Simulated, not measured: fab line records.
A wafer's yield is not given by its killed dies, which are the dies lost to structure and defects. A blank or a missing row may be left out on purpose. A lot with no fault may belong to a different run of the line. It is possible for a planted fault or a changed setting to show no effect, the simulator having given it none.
A struck lot beside a sound one / flow nandHarc / 21 steps out of a route of 1159
Sound: these wafers, L449.1, L449.3, L449.6. Struck: wafers L456.1, L456.6 (left out: L456.5, a lot-mate that was not struck); the cause follows at the end.
Order at every step that has rows: each side's tool, ch and its chambers, its first start. Under that, the readings that differ: sound wafers / struck wafers / difference of the means / sigmas: that difference in standard deviations of wafers without a fault.
alike: readings with means less than 2 such deviations apart, plus words and numbers identical on both sides. not compared: withheld readings, readings lacking a value on some wafer, bounds such as >300 that could conceal the same value, and numbers that have no deviation in the record and whose values overlap.
Wherever a step has rows on one side only, a row that says differs or no value, or a row with sigmas, the two part there. Numbers that have no deviation but don't overlap get no sigmas and don't part them. A reading missing from all wafers of one side parts the sides only when that side holds two or more wafers.

NHARC_P_CONTACT_CMP_24: polishes, t overpolish 30 s, target thk 200 nm.
  sound on cmp-02 ch 0,1,2, day 7 17:27; struck on cmp-02 ch 1,3, day 9 15:21
  alike: motorCurrentA, overpolishRunS, timeToEndpointS
then, 1 step without rows for these wafers: NHARC_P_CONTACT_SRD_26.
NHARC_P_CONTACT_INSPECT_27:
  sound: defectInspect-01 at day 7 17:56; struck: defectInspect-01 at day 9 15:40
  alike: rawDefectCount
then, 8 steps without rows for these wafers: NHARC_P_M0_DEP_00 (deposits SiOC, target thk 150 nm); NHARC_P_M0_DEHYDRATE_01 (time 120 s); NHARC_P_M0_HMDS_02 (time 30 s); NHARC_P_M0_COAT_33 (time 65 s); NHARC_P_M0_COAT_03 (resist thk 90 nm); NHARC_P_M0_SOFTBAKE_04 (time 55 s); NHARC_P_M0_EBR_05; NHARC_P_M0_EXPOSE_06 (exposes mask P M0, target cd 90 nm).
NHARC_P_M0_PEB_07: peb time 65 s.
  sound on lithoTrack-06 ch 0, day 7 18:46; struck on lithoTrack-04 ch 0, day 9 16:30
reading=heaterPowerTotalW (W); sound=156.7 156.2 156.7; struck=168.0 168.1; difference=+11.5; sigmas=+28
reading=plateTempC (C); sound=100.15 99.99 100.08; struck=- -; difference=no value on the struck wafers; sigmas=
then, 1 step without rows for these wafers: NHARC_P_M0_DEVELOP_08 (develop time 35 s).
NHARC_P_M0_CD_MEAS_09: the cd target is 90 nm.
  sound on cdSem-02 ch 0, day 7 18:51; struck on cdSem-03 ch 0, day 9 16:35
reading=cdNm (nm); sound=90.4 89.1 89.4; struck=85.2 84.3; difference=-4.9; sigmas=-9
NHARC_P_M0_OVL_MEAS_10: pitch 180 nm.
  sound: overlay-02 at day 7 18:56; struck: overlay-02 at day 9 16:40
  alike: overlayXNm, overlayYNm
NHARC_P_M0_INSPECT_11:
  sound: defectInspect-01 at day 7 18:59; struck: defectInspect-01 at day 9 16:42
  alike: rawDefectCount
NHARC_P_M0_DESCUM_14: chemistry O2, time 3 s.
  sound on rieDiel-12 ch 1,2, day 7 19:02; struck on rieDiel-11 ch 0, day 9 16:46
reading=drypumpMotorCurrentA (A); sound=5.6 5.6 5.7; struck=4.7 4.7; difference=-0.9; sigmas=-2
reading=throttleValvePct (%); sound=11.309 11.290 11.300; struck=11.322 11.316; difference=+0.019; sigmas=+2
reading=model.P_M0.cdNm (nm); sound=90.06 89.62 89.55; struck=84.42 83.45; difference=-5.81; sigmas=
  alike: oesProductAu, rfVppV, showerheadPlenumPTorr
  not compared: rfHoursCounterH
NHARC_P_M0_ETCH_34: etches the open film in N2/H2, target depth 40 nm, overetch 12 nm, time 43.94 s.
  sound on rieDiel-12 ch 1,2,3, day 7 19:07; struck on rieDiel-11 ch 0,3, day 9 16:52
reading=throttleValvePct (%); sound=14.180 14.182 14.173; struck=14.157 14.159; difference=-0.020; sigmas=-2
  alike: drypumpMotorCurrentA, oesProductAu, rfFwdPowerW, rfVppV, showerheadPlenumPTorr
  not compared: rfHoursCounterH
NHARC_P_M0_ETCH_15: etches the open film in C4F8/Ar, target depth 150 nm, overetch 15 nm, time 82.5 s.
  sound: rieDiel-12 ch 0,2,3; struck: rieDiel-11 ch 1,2
reading=model.P_M0.cdNm (nm); sound=89.9 89.25 89.34; struck=84.35 83.18; difference=-5.73; sigmas=
  alike: oesProductAu, rfFwdPowerW, rfVppV
  not compared: rfHoursCounterH
NHARC_P_M0_CD_MEAS_16:
  sound: cdSem-02 at day 7 19:20; struck: cdSem-01 at day 9 17:04
reading=cdNm (nm); sound=90.2 89.5 89.6; struck=84.1 83.6; difference=-5.9; sigmas=-8
-- break in the record here, with 13 days between the starts of the struck wafers on either side (left off in module P_M0, picked up again in module END, where the first step shown is number 1159 on the route) --
NHARC_END_SORT_01:
  the record has rows for the struck wafers here (prober-02 ch 0, day 22 08:50) and none for the sound ones

== WHERE THEY PART ==
At NHARC_P_M0_PEB_07 first; at NHARC_END_SORT_01 last (within this record only).

WHY: whatever the simulator had introduced
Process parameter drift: lithoTrack-04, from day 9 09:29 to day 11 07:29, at NHARC_P_M0_PEB_07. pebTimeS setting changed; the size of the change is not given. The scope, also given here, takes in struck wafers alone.
